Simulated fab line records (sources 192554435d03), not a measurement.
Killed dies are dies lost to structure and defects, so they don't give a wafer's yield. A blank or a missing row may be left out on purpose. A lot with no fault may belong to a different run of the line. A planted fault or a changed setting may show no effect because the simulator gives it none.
Matching of chambers :: flow n5-finfet :: 4 sister chambers for N5_HKMG_FIN_ETCH_67 on rie-diel-06
The step etches SOC in N2/H2, stops on TiN, target depth 388.9 nm. 15 wafers are shown with their chamber, then 7 later ones without.

EACH WAFER AND ITS CHAMBER
wafer: L403.2
chamber: 3
showerhead-plenum-p-Torr (Torr): 2.64
throttle-valve-pct (%): 18.0
oes-product-au (a.u.): 0.73

wafer: L403.3
chamber: 1
showerhead-plenum-p-Torr (Torr): 2.47
throttle-valve-pct (%): 18.1
oes-product-au (a.u.): 0.78

wafer: L403.4
chamber: 2
showerhead-plenum-p-Torr (Torr): 2.48
throttle-valve-pct (%): 17.9
oes-product-au (a.u.): 0.85

wafer: L405.1
chamber: 0
showerhead-plenum-p-Torr (Torr): 2.54
throttle-valve-pct (%): 17.6
oes-product-au (a.u.): 0.74

wafer: L405.2
chamber: 2
showerhead-plenum-p-Torr (Torr): 2.48
throttle-valve-pct (%): 17.9
oes-product-au (a.u.): 0.84

wafer: L405.5
chamber: 2
showerhead-plenum-p-Torr (Torr): 2.48
throttle-valve-pct (%): 18.0
oes-product-au (a.u.): 0.84

wafer: L408.2
chamber: 2
showerhead-plenum-p-Torr (Torr): 2.47
throttle-valve-pct (%): 18.0
oes-product-au (a.u.): 0.83

wafer: L408.3
chamber: 1
showerhead-plenum-p-Torr (Torr): 2.46
throttle-valve-pct (%): 18.1
oes-product-au (a.u.): 0.78

wafer: L408.6
chamber: 2
showerhead-plenum-p-Torr (Torr): 2.48
throttle-valve-pct (%): 18.0
oes-product-au (a.u.): 0.84

wafer: L409.1
chamber: 1
showerhead-plenum-p-Torr (Torr): 2.46
throttle-valve-pct (%): 18.1
oes-product-au (a.u.): 0.77

wafer: L409.3
chamber: 2
showerhead-plenum-p-Torr (Torr): 2.47
throttle-valve-pct (%): 18.0
oes-product-au (a.u.): 0.82

wafer: L409.4
chamber: 3
showerhead-plenum-p-Torr (Torr): 2.64
throttle-valve-pct (%): 18.1
oes-product-au (a.u.): 0.72

wafer: L413.1
chamber: 2
showerhead-plenum-p-Torr (Torr): 2.47
throttle-valve-pct (%): 18.0
oes-product-au (a.u.): 0.82

wafer: L413.5
chamber: 2
showerhead-plenum-p-Torr (Torr): 2.47
throttle-valve-pct (%): 18.0
oes-product-au (a.u.): 0.82

wafer: L413.6
chamber: 3
showerhead-plenum-p-Torr (Torr): 2.63
throttle-valve-pct (%): 18.1
oes-product-au (a.u.): 0.72

SIGNATURES (means of the wafers above)
reading: showerhead-plenum-p-Torr
chamber 0: 2.5400
chamber 1: 2.4633
chamber 2: 2.4750
chamber 3: 2.6367
scatter within a chamber: 0.0055

reading: throttle-valve-pct
chamber 0: 17.600
chamber 1: 18.100
chamber 2: 17.975
chamber 3: 18.067
scatter within a chamber: 0.0444

reading: oes-product-au
chamber 0: 0.7400
chamber 1: 0.7767
chamber 2: 0.8325
chamber 3: 0.7233
scatter within a chamber: 0.00992
Rule: for each reading, subtract the chamber's mean from the wafer's reading, divide by that reading's scatter and square the result; add these up over the readings and take the root, which gives the wafer's distance from the chamber. The wafer belongs to the nearest chamber; if the next one is less than 2 further off, it can't be placed. The scatter is the square root of a quotient: the sum, over the shown wafers, of each reading's squared deviation from its chamber's mean, divided by wafers minus chambers.

WAFERS WITHOUT THEIR CHAMBER
wafer: L415.2
showerhead-plenum-p-Torr (Torr): 2.46
throttle-valve-pct (%): 18.1
oes-product-au (a.u.): 0.76

wafer: L415.3
showerhead-plenum-p-Torr (Torr): 2.63
throttle-valve-pct (%): 18.1
oes-product-au (a.u.): 0.71

wafer: L415.6
showerhead-plenum-p-Torr (Torr): 2.46
throttle-valve-pct (%): 18.1
oes-product-au (a.u.): 0.77

wafer: L421.2
showerhead-plenum-p-Torr (Torr): 2.62
throttle-valve-pct (%): 18.1
oes-product-au (a.u.): 0.71

wafer: L421.4
showerhead-plenum-p-Torr (Torr): 2.53
throttle-valve-pct (%): 17.6
oes-product-au (a.u.): 0.72

wafer: L422.5
showerhead-plenum-p-Torr (Torr): 2.45
throttle-valve-pct (%): 18.1
oes-product-au (a.u.): 0.75

wafer: L422.6
showerhead-plenum-p-Torr (Torr): 2.53
throttle-valve-pct (%): 17.6
oes-product-au (a.u.): 0.71

EACH ONE'S CHAMBER
wafer: L415.2
from the rows above: 1
in truth: 1

wafer: L415.3
from the rows above: 3
in truth: 3

wafer: L415.6
from the rows above: 1
in truth: 1

wafer: L421.2
from the rows above: 3
in truth: 3

wafer: L421.4
from the rows above: 0
in truth: 0

wafer: L422.5
from the rows above: 1
in truth: 1

wafer: L422.6
from the rows above: 0
in truth: 0
Correct placement for 7 of the 7. Not placeable from these rows: 0. Number placed wrongly: 0.
